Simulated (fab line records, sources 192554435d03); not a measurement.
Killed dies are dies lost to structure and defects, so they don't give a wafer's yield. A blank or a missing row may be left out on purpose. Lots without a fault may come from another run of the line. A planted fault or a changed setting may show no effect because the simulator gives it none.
Which tool did it? | flow n5_finfet | 24 lots, 72 wafers sampled, at 6 steps of a route of 1938

WHAT THE GAUGES READ, wafer by wafer
The record holds no reading of a measuring or inspecting step that can be judged against a usual standard deviation.

WHICH TOOL RAN EACH LOT (tool, then ch and the chambers of the sampled wafers, then the start)
lot  | N5_BEOL_M4_ANNEAL_93         | N5_BEOL_M5_ETCH_68                 | N5_BEOL_M5_VIA_ETCH_34             | N5_BEOL_M5_ETCH_41                            | N5_BEOL_M5_STRIP_91                           | N5_BEOL_M5_PRE_CLEAN_45
L074 | pvd_sputter-02, day 8 13:46  | rie_diel-04 ch 1,2, day 8 20:17    | rie_diel-04 ch 1,2, day 8 20:23    | rie_diel-04 ch 1,2, day 8 21:11 or earlier    | rie_diel-04 ch 1,2, day 8 21:11 or earlier    | pvd_sputter-01, day 8 21:11
L075 | pvd_sputter-01, day 8 13:54  | rie_diel-02 ch 0,1,2, day 8 20:28  | rie_diel-02 ch 0,1,2, day 8 20:34  | rie_diel-02 ch 0,1,2, day 8 21:37 or earlier  | rie_diel-02 ch 0,1,2, day 8 21:37 or earlier  | pvd_sputter-01, day 8 21:37
L076 | pvd_sputter-01, day 9 04:26  | rie_diel-04 ch 1,2,3, day 9 10:23  | rie_diel-04 ch 1,2,3, day 9 10:29  | rie_diel-04 ch 1,2,3, day 9 11:31 or earlier  | rie_diel-04 ch 1,2,3, day 9 11:31 or earlier  | pvd_sputter-02, day 9 11:31
L077 | pvd_sputter-02, day 9 04:50  | rie_diel-06 ch 2,3, day 9 10:13    | rie_diel-06 ch 2,3, day 9 10:19    | rie_diel-06 ch 2,3, day 9 11:15 or earlier    | rie_diel-06 ch 2,3, day 9 11:15 or earlier    | pvd_sputter-02, day 9 11:15
L078 | pvd_sputter-01, day 9 07:12  | rie_diel-06 ch 0,2, day 9 15:37    | rie_diel-06 ch 0,2, day 9 15:43    | rie_diel-06 ch 0,2, day 9 16:52 or earlier    | rie_diel-06 ch 0,2, day 9 16:52 or earlier    | pvd_sputter-02, day 9 16:52
L080 | pvd_sputter-03, day 9 08:59  | rie_diel-02 ch 1,2,3, day 9 20:04  | rie_diel-02 ch 1,2,3, day 9 20:10  | rie_diel-02 ch 1,2,3, day 9 21:00 or earlier  | rie_diel-02 ch 1,2,3, day 9 21:00 or earlier  | pvd_sputter-03, day 9 21:00
L079 | pvd_sputter-02, day 9 10:38  | rie_diel-04 ch 1,2,3, day 9 19:41  | rie_diel-04 ch 1,2,3, day 9 19:47  | rie_diel-04 ch 1,2,3, day 9 20:35 or earlier  | rie_diel-04 ch 1,2,3, day 9 20:35 or earlier  | pvd_sputter-01, day 9 20:35
L082 | pvd_sputter-01, day 10 08:24 | rie_diel-04 ch 1,2, day 10 14:28   | rie_diel-04 ch 1,2, day 10 14:34   | rie_diel-04 ch 1,2, day 10 17:03 or earlier   | rie_diel-04 ch 1,2, day 10 17:03 or earlier   | pvd_sputter-03, day 10 17:03
L081 | pvd_sputter-03, day 10 08:52 | rie_diel-04 ch 1,2,3, day 10 16:35 | rie_diel-04 ch 1,2,3, day 10 16:41 | rie_diel-04 ch 1,2,3, day 10 17:47 or earlier | rie_diel-04 ch 1,2,3, day 10 17:47 or earlier | pvd_sputter-03, day 10 17:47
L083 | pvd_sputter-02, day 10 12:57 | rie_diel-02 ch 2,3, day 10 21:29   | rie_diel-02 ch 2,3, day 10 21:35   | rie_diel-02 ch 2,3, day 10 22:47 or earlier   | rie_diel-02 ch 2,3, day 10 22:47 or earlier   | pvd_sputter-02, day 10 22:47
L084 | pvd_sputter-01, day 10 13:05 | rie_diel-06 ch 0,2,3, day 10 21:36 | rie_diel-06 ch 0,2,3, day 10 21:42 | rie_diel-06 ch 0,2,3, day 10 22:52 or earlier | rie_diel-06 ch 0,2,3, day 10 22:52 or earlier | pvd_sputter-02, day 10 22:52
L085 | pvd_sputter-02, day 11 09:45 | rie_diel-02 ch 0,3, day 11 18:04   | rie_diel-02 ch 0,3, day 11 18:10   | rie_diel-02 ch 0,3, day 11 19:31 or earlier   | rie_diel-02 ch 0,3, day 11 19:31 or earlier   | pvd_sputter-03, day 11 19:31
L087 | pvd_sputter-01, day 11 10:53 | rie_diel-04 ch 2,3, day 11 17:37   | rie_diel-04 ch 2,3, day 11 17:43   | rie_diel-04 ch 2,3, day 11 19:21 or earlier   | rie_diel-04 ch 2,3, day 11 19:21 or earlier   | pvd_sputter-01, day 11 19:21
L088 | pvd_sputter-02, day 11 13:50 | rie_diel-04 ch 1,3, day 11 19:46   | rie_diel-04 ch 1,3, day 11 19:52   | rie_diel-04 ch 1,3, day 11 21:01 or earlier   | rie_diel-04 ch 1,3, day 11 21:01 or earlier   | pvd_sputter-02, day 11 21:01
L086 | pvd_sputter-03, day 11 16:50 | rie_diel-04 ch 1,2,3, day 12 01:14 | rie_diel-04 ch 1,2,3, day 12 01:20 | rie_diel-04 ch 1,2,3, day 12 02:15 or earlier | rie_diel-04 ch 1,2,3, day 12 02:15 or earlier | pvd_sputter-02, day 12 02:15
L089 | pvd_sputter-03, day 11 19:02 | rie_diel-04 ch 0,2,3, day 12 08:20 | rie_diel-04 ch 0,2,3, day 12 08:26 | rie_diel-04 ch 0,2,3, day 12 09:57 or earlier | rie_diel-04 ch 0,2,3, day 12 09:57 or earlier | pvd_sputter-03, day 12 09:57
L091 | pvd_sputter-02, day 12 04:20 | rie_diel-04 ch 2,3, day 12 10:20   | rie_diel-04 ch 2,3, day 12 10:26   | rie_diel-04 ch 2,3, day 12 11:28 or earlier   | rie_diel-04 ch 2,3, day 12 11:28 or earlier   | pvd_sputter-01, day 12 11:28
L090 | pvd_sputter-02, day 12 13:16 | rie_diel-02 ch 1,2, day 12 20:35   | rie_diel-02 ch 1,2, day 12 20:41   | rie_diel-02 ch 1,2, day 12 21:41 or earlier   | rie_diel-02 ch 1,2, day 12 21:41 or earlier   | pvd_sputter-01, day 12 21:41
L092 | pvd_sputter-02, day 12 18:02 | rie_diel-04 ch 0,1, day 13 00:16   | rie_diel-04 ch 0,1, day 13 00:25   | rie_diel-04 ch 0,1, day 13 01:49 or earlier   | rie_diel-04 ch 0,1, day 13 01:49 or earlier   | pvd_sputter-03, day 13 01:49
L093 | pvd_sputter-01, day 12 20:41 | rie_diel-04 ch 0,1, day 13 06:36   | rie_diel-04 ch 0,1, day 13 06:44   | rie_diel-04 ch 0,1, day 13 07:55 or earlier   | rie_diel-04 ch 0,1, day 13 07:55 or earlier   | pvd_sputter-01, day 13 07:55
L094 | pvd_sputter-02, day 13 13:22 | rie_diel-02 ch 0,2,3, day 13 20:44 | rie_diel-02 ch 0,2,3, day 13 20:50 | rie_diel-02 ch 0,2,3, day 13 21:40 or earlier | rie_diel-02 ch 0,2,3, day 13 21:40 or earlier | pvd_sputter-03, day 13 21:40
L095 | pvd_sputter-03, day 13 14:05 | rie_diel-02 ch 0,1,3, day 13 21:46 | rie_diel-02 ch 0,1,3, day 13 21:52 | rie_diel-02 ch 0,1,3, day 13 23:09 or earlier | rie_diel-02 ch 0,1,3, day 13 23:09 or earlier | pvd_sputter-02, day 13 23:09
L097 | pvd_sputter-02, day 14 12:31 | rie_diel-04 ch 0,1,2, day 14 18:53 | rie_diel-04 ch 0,1,2, day 14 18:59 | rie_diel-04 ch 0,1,2, day 14 19:50 or earlier | rie_diel-04 ch 0,1,2, day 14 19:50 or earlier | pvd_sputter-01, day 14 19:50
L096 | pvd_sputter-01, day 14 13:28 | rie_diel-06 ch 0,2,3, day 15 00:04 | rie_diel-06 ch 0,2,3, day 15 00:10 | rie_diel-06 ch 0,2,3, day 15 01:07 or earlier | rie_diel-06 ch 0,2,3, day 15 01:07 or earlier | pvd_sputter-02, day 15 01:07
- N5_BEOL_M4_ANNEAL_93: time 240 s.
- N5_BEOL_M5_ETCH_68: etches SOC in N2/H2, target depth 80 nm, overetch 16 nm, time 120 s.
- N5_BEOL_M5_VIA_ETCH_34: etches SiCOH lowk in C4F6/O2, target depth 88.3 nm, time 39.2 s.
- N5_BEOL_M5_ETCH_41: etches SiCN in CH3F/O2, target depth 31.5 nm, time 56.7 s.
- N5_BEOL_M5_STRIP_91: strips in N2/H2, time 10 s.
- N5_BEOL_M5_PRE_CLEAN_45: time 30 s.

WHAT THE TOOLS THEMSELVES READ (means of the sampled wafers that have a number; where no wafer has one, the mark that the record gives instead)
N5_BEOL_M4_ANNEAL_93. Usual: heater_power_w 838 W, standard deviation 55.
lot  | tool           | heater_power_w (W) | flag
L074 | pvd_sputter-02 | 843                |
L075 | pvd_sputter-01 | 840                |
L076 | pvd_sputter-01 | 807                |
L077 | pvd_sputter-02 | 823                |
L078 | pvd_sputter-01 | 897                |
L080 | pvd_sputter-03 | 812                |
L079 | pvd_sputter-02 | 846                |
L082 | pvd_sputter-01 | 871                |
L081 | pvd_sputter-03 | 851                |
L083 | pvd_sputter-02 | 863                |
L084 | pvd_sputter-01 | 849                |
L085 | pvd_sputter-02 | 808                |
L087 | pvd_sputter-01 | 770                |
L088 | pvd_sputter-02 | 882                |
L086 | pvd_sputter-03 | 884                |
L089 | pvd_sputter-03 | 890                |
L091 | pvd_sputter-02 | 882                |
L090 | pvd_sputter-02 | 828                |
L092 | pvd_sputter-02 | 854                |
L093 | pvd_sputter-01 | 862                |
L094 | pvd_sputter-02 | 802                |
L095 | pvd_sputter-03 | 839                |
L097 | pvd_sputter-02 | 834                |
L096 | pvd_sputter-01 | 824                |

N5_BEOL_M5_ETCH_68. Usual: drypump_motor_current_A 5.7 A, standard deviation 0.5; oes_product_au 0.60 a.u., standard deviation 0.066; rf_vpp_V 523.6 V, standard deviation 2; showerhead_plenum_p_Torr 2.54 Torr, standard deviation 0.077; throttle_valve_pct 17.9 %, standard deviation 0.33.
lot  | tool        | drypump_motor_current_A (A) | oes_product_au (a.u.) | rf_vpp_V (V) | showerhead_plenum_p_Torr (Torr) | throttle_valve_pct (%) | flag
L074 | rie_diel-04 | 6.4                         | 0.58                  | 524.6        | 2.59                            | 17.8                   |
L075 | rie_diel-02 | 5.9                         | 0.58                  | 522.9        | 2.50                            | 17.8                   |
L076 | rie_diel-04 | 6.0                         | 0.56                  | 525.5        | 2.61                            | 18.0                   |
L077 | rie_diel-06 | 5.0                         | 0.66                  | 523.9        | 2.55                            | 17.7                   |
L078 | rie_diel-06 | 5.0                         | 0.69                  | 524.4        | 2.57                            | 17.7                   |
L080 | rie_diel-02 | 5.6                         | 0.58                  | 522.1        | 2.47                            | 17.8                   |
L079 | rie_diel-04 | 6.0                         | 0.55                  | 525.1        | 2.61                            | 18.0                   |
L082 | rie_diel-04 | 6.2                         | 0.55                  | 525.7        | 2.61                            | 18.2                   |
L081 | rie_diel-04 | 6.0                         | 0.55                  | 525.4        | 2.61                            | 18.0                   |
L083 | rie_diel-02 | 5.3                         | 0.56                  | 521.8        | 2.46                            | 18.0                   |
L084 | rie_diel-06 | 5.1                         | 0.63                  | 522.9        | 2.50                            | 18.0                   |
L085 | rie_diel-02 | 5.4                         | 0.57                  | 522.0        | 2.45                            | 18.1                   |
L087 | rie_diel-04 | 5.6                         | 0.53                  | 525.6        | 2.64                            | 18.1                   |
L088 | rie_diel-04 | 6.1                         | 0.57                  | 524.9        | 2.58                            | 17.6                   |
L086 | rie_diel-04 | 6.0                         | 0.55                  | 525.2        | 2.61                            | 18.0                   |
L089 | rie_diel-04 | 5.7                         | 0.58                  | 524.3        | 2.59                            | 18.1                   |
L091 | rie_diel-04 | 5.6                         | 0.53                  | 525.9        | 2.64                            | 18.1                   |
L090 | rie_diel-02 | 5.8                         | 0.65                  | 522.1        | 2.47                            | 17.5                   |
L092 | rie_diel-04 | 6.2                         | 0.61                  | 523.8        | 2.52                            | 17.7                   |
L093 | rie_diel-04 | 6.2                         | 0.61                  | 522.8        | 2.52                            | 17.7                   |
L094 | rie_diel-02 | 5.6                         | 0.61                  | 521.9        | 2.47                            | 17.9                   |
L095 | rie_diel-02 | 5.6                         | 0.57                  | 521.0        | 2.45                            | 17.9                   |
L097 | rie_diel-04 | 6.1                         | 0.65                  | 523.3        | 2.55                            | 17.8                   |
L096 | rie_diel-06 | 5.1                         | 0.60                  | 522.7        | 2.49                            | 18.0                   |

N5_BEOL_M5_VIA_ETCH_34. Usual: drypump_motor_current_A 5.7 A, standard deviation 0.5; oes_product_au 0.78 a.u., standard deviation 0.087; rf_vpp_V 669 V, standard deviation 20; showerhead_plenum_p_Torr 2.84 Torr, standard deviation 0.079; throttle_valve_pct 20.9 %, standard deviation 0.37.
lot  | tool        | drypump_motor_current_A (A) | oes_product_au (a.u.) | rf_vpp_V (V) | showerhead_plenum_p_Torr (Torr) | throttle_valve_pct (%) | flag
L074 | rie_diel-04 | 6.4                         | 0.75                  | 693          | 2.87                            | 20.7                   |
L075 | rie_diel-02 | 5.9                         | 0.75                  | 655          | 2.80                            | 20.8                   |
L076 | rie_diel-04 | 6.0                         | 0.72                  | 682          | 2.91                            | 20.9                   |
L077 | rie_diel-06 | 5.0                         | 0.86                  | 656          | 2.88                            | 20.9                   |
L078 | rie_diel-06 | 5.0                         | 0.88                  | 663          | 2.89                            | 20.9                   |
L080 | rie_diel-02 | 5.6                         | 0.75                  | 665          | 2.77                            | 20.9                   |
L079 | rie_diel-04 | 6.0                         | 0.72                  | 682          | 2.91                            | 20.9                   |
L082 | rie_diel-04 | 6.2                         | 0.71                  | 680          | 2.90                            | 21.1                   |
L081 | rie_diel-04 | 6.0                         | 0.71                  | 682          | 2.91                            | 20.9                   |
L083 | rie_diel-02 | 5.3                         | 0.73                  | 679          | 2.77                            | 21.2                   |
L084 | rie_diel-06 | 5.1                         | 0.80                  | 660          | 2.81                            | 21.1                   |
L085 | rie_diel-02 | 5.4                         | 0.76                  | 669          | 2.78                            | 21.4                   |
L087 | rie_diel-04 | 5.6                         | 0.69                  | 671          | 2.94                            | 21.1                   |
L088 | rie_diel-04 | 6.1                         | 0.74                  | 696          | 2.86                            | 20.6                   |
L086 | rie_diel-04 | 6.0                         | 0.71                  | 681          | 2.90                            | 20.9                   |
L089 | rie_diel-04 | 5.7                         | 0.76                  | 663          | 2.89                            | 21.1                   |
L091 | rie_diel-04 | 5.6                         | 0.68                  | 671          | 2.94                            | 21.1                   |
L090 | rie_diel-02 | 5.9                         | 0.85                  | 651          | 2.76                            | 20.5                   |
L092 | rie_diel-04 | 6.2                         | 0.80                  | 688          | 2.80                            | 20.6                   |
L093 | rie_diel-04 | 6.2                         | 0.80                  | 688          | 2.80                            | 20.6                   |
L094 | rie_diel-02 | 5.6                         | 0.80                  | 668          | 2.78                            | 21.1                   |
L095 | rie_diel-02 | 5.7                         | 0.75                  | 655          | 2.77                            | 21.2                   |
L097 | rie_diel-04 | 6.1                         | 0.85                  | 674          | 2.84                            | 20.8                   |
L096 | rie_diel-06 | 5.2                         | 0.77                  | 661          | 2.79                            | 21.1                   |

N5_BEOL_M5_ETCH_41. Usual: drypump_motor_current_A 5.7 A, standard deviation 0.5; oes_product_au 0.78 a.u., standard deviation 0.087; rf_vpp_V 297.1 V, standard deviation 1.4; showerhead_plenum_p_Torr 1.99 Torr, standard deviation 0.057; throttle_valve_pct 16.4 %, standard deviation 0.32.
lot  | tool        | drypump_motor_current_A (A) | oes_product_au (a.u.) | rf_vpp_V (V) | showerhead_plenum_p_Torr (Torr) | throttle_valve_pct (%) | flag
L074 | rie_diel-04 | 6.4                         | 0.75                  | 297.5        | 2.01                            | 16.2                   |
L075 | rie_diel-02 | 5.9                         | 0.75                  | 295.6        | 1.96                            | 16.3                   |
L076 | rie_diel-04 | 6.0                         | 0.72                  | 298.6        | 2.04                            | 16.4                   |
L077 | rie_diel-06 | 5.0                         | 0.86                  | 297.6        | 2.02                            | 16.3                   |
L078 | rie_diel-06 | 5.0                         | 0.89                  | 297.4        | 2.03                            | 16.2                   |
L080 | rie_diel-02 | 5.6                         | 0.75                  | 297.0        | 1.94                            | 16.3                   |
L079 | rie_diel-04 | 6.0                         | 0.72                  | 298.1        | 2.04                            | 16.4                   |
L082 | rie_diel-04 | 6.2                         | 0.71                  | 298.3        | 2.04                            | 16.5                   |
L081 | rie_diel-04 | 6.0                         | 0.72                  | 298.4        | 2.04                            | 16.4                   |
L083 | rie_diel-02 | 5.3                         | 0.73                  | 295.1        | 1.94                            | 16.6                   |
L084 | rie_diel-06 | 5.1                         | 0.81                  | 296.5        | 1.97                            | 16.4                   |
L085 | rie_diel-02 | 5.4                         | 0.75                  | 295.9        | 1.95                            | 16.8                   |
L087 | rie_diel-04 | 5.6                         | 0.69                  | 299.0        | 2.07                            | 16.5                   |
L088 | rie_diel-04 | 6.1                         | 0.74                  | 297.8        | 2.01                            | 16.1                   |
L086 | rie_diel-04 | 6.0                         | 0.71                  | 298.4        | 2.04                            | 16.4                   |
L089 | rie_diel-04 | 5.6                         | 0.76                  | 298.3        | 2.03                            | 16.5                   |
L091 | rie_diel-04 | 5.6                         | 0.68                  | 298.8        | 2.07                            | 16.5                   |
L090 | rie_diel-02 | 5.9                         | 0.86                  | 296.0        | 1.94                            | 16.0                   |
L092 | rie_diel-04 | 6.2                         | 0.80                  | 297.1        | 1.97                            | 16.1                   |
L093 | rie_diel-04 | 6.2                         | 0.79                  | 297.0        | 1.97                            | 16.1                   |
L094 | rie_diel-02 | 5.6                         | 0.80                  | 296.5        | 1.95                            | 16.5                   |
L095 | rie_diel-02 | 5.6                         | 0.76                  | 295.1        | 1.95                            | 16.6                   |
L097 | rie_diel-04 | 6.1                         | 0.85                  | 296.8        | 1.99                            | 16.2                   |
L096 | rie_diel-06 | 5.1                         | 0.77                  | 296.3        | 1.96                            | 16.5                   |

N5_BEOL_M5_STRIP_91. Usual: drypump_motor_current_A 5.7 A, standard deviation 0.5; oes_product_au 0.78 a.u., standard deviation 0.089; rf_vpp_V 59.1 V, standard deviation 0.85; showerhead_plenum_p_Torr 2.53 Torr, standard deviation 0.077; throttle_valve_pct 23.7 %, standard deviation 0.44.
lot  | tool        | drypump_motor_current_A (A) | oes_product_au (a.u.) | rf_vpp_V (V) | showerhead_plenum_p_Torr (Torr) | throttle_valve_pct (%) | flag
L074 | rie_diel-04 | 6.4                         | 0.75                  | 58.7         | 2.58                            | 23.6                   |
L075 | rie_diel-02 | 5.9                         | 0.75                  | 59.0         | 2.49                            | 23.4                   |
L076 | rie_diel-04 | 6.0                         | 0.72                  | 59.0         | 2.61                            | 23.8                   |
L077 | rie_diel-06 | 5.0                         | 0.86                  | 59.4         | 2.54                            | 23.7                   |
L078 | rie_diel-06 | 5.0                         | 0.90                  | 58.5         | 2.56                            | 23.6                   |
L080 | rie_diel-02 | 5.6                         | 0.75                  | 59.4         | 2.46                            | 23.5                   |
L079 | rie_diel-04 | 6.0                         | 0.73                  | 59.8         | 2.61                            | 23.8                   |
L082 | rie_diel-04 | 6.2                         | 0.71                  | 58.9         | 2.60                            | 24.0                   |
L081 | rie_diel-04 | 6.0                         | 0.72                  | 58.3         | 2.61                            | 23.8                   |
L083 | rie_diel-02 | 5.3                         | 0.73                  | 58.5         | 2.45                            | 23.7                   |
L084 | rie_diel-06 | 5.2                         | 0.82                  | 58.8         | 2.50                            | 23.9                   |
L085 | rie_diel-02 | 5.4                         | 0.75                  | 59.7         | 2.44                            | 23.9                   |
L087 | rie_diel-04 | 5.6                         | 0.70                  | 59.4         | 2.64                            | 24.0                   |
L088 | rie_diel-04 | 6.1                         | 0.75                  | 59.7         | 2.57                            | 23.3                   |
L086 | rie_diel-04 | 6.0                         | 0.72                  | 60.4         | 2.60                            | 23.8                   |
L089 | rie_diel-04 | 5.7                         | 0.77                  | 59.7         | 2.58                            | 24.0                   |
L091 | rie_diel-04 | 5.6                         | 0.69                  | 58.1         | 2.63                            | 24.0                   |
L090 | rie_diel-02 | 5.9                         | 0.86                  | 59.3         | 2.46                            | 23.3                   |
L092 | rie_diel-04 | 6.2                         | 0.80                  | 59.1         | 2.52                            | 23.4                   |
L093 | rie_diel-04 | 6.2                         | 0.80                  | 59.0         | 2.52                            | 23.4                   |
L094 | rie_diel-02 | 5.6                         | 0.80                  | 58.6         | 2.47                            | 23.7                   |
L095 | rie_diel-02 | 5.6                         | 0.76                  | 59.9         | 2.45                            | 23.7                   |
L097 | rie_diel-04 | 6.1                         | 0.86                  | 59.2         | 2.54                            | 23.7                   |
L096 | rie_diel-06 | 5.2                         | 0.78                  | 58.5         | 2.48                            | 24.0                   |

N5_BEOL_M5_PRE_CLEAN_45. Usual: heater_power_w 337 W, standard deviation 23.
lot  | tool           | heater_power_w (W) | flag
L074 | pvd_sputter-01 | 355                |
L075 | pvd_sputter-01 | 343                |
L076 | pvd_sputter-02 | 327                |
L077 | pvd_sputter-02 | 348                |
L078 | pvd_sputter-02 | 319                |
L080 | pvd_sputter-03 | 337                |
L079 | pvd_sputter-01 | 360                |
L082 | pvd_sputter-03 | 346                |
L081 | pvd_sputter-03 | 343                |
L083 | pvd_sputter-02 | 343                |
L084 | pvd_sputter-02 | 325                |
L085 | pvd_sputter-03 | 329                |
L087 | pvd_sputter-01 | 327                |
L088 | pvd_sputter-02 | 331                |
L086 | pvd_sputter-02 | 322                |
L089 | pvd_sputter-03 | 356                |
L091 | pvd_sputter-01 | 340                |
L090 | pvd_sputter-01 | 354                |
L092 | pvd_sputter-03 | 343                |
L093 | pvd_sputter-01 | 337                |
L094 | pvd_sputter-03 | 349                |
L095 | pvd_sputter-02 | 334                |
L097 | pvd_sputter-01 | 325                |
L096 | pvd_sputter-02 | 324                |

THE ANSWER, worked out from the rows above alone
Rule: a lot is off if the mean of its wafers that have a number lies more than 3 standard deviations from the usual mean. A lot without any number at a reading at which 4 lots or more have one is off too. The other lots that the step has rows for count as sound. The gauges are gone through in route order, then the tools' own readings, and for those a lot's mean is taken as printed above. The first step at which some lot is off is used, and at that step the reading that is off furthest; a lot without a number counts as furthest.
No lot is off at any reading shown: from this, nothing can be told.

WHAT THE SIMULATOR HAD PUT IN
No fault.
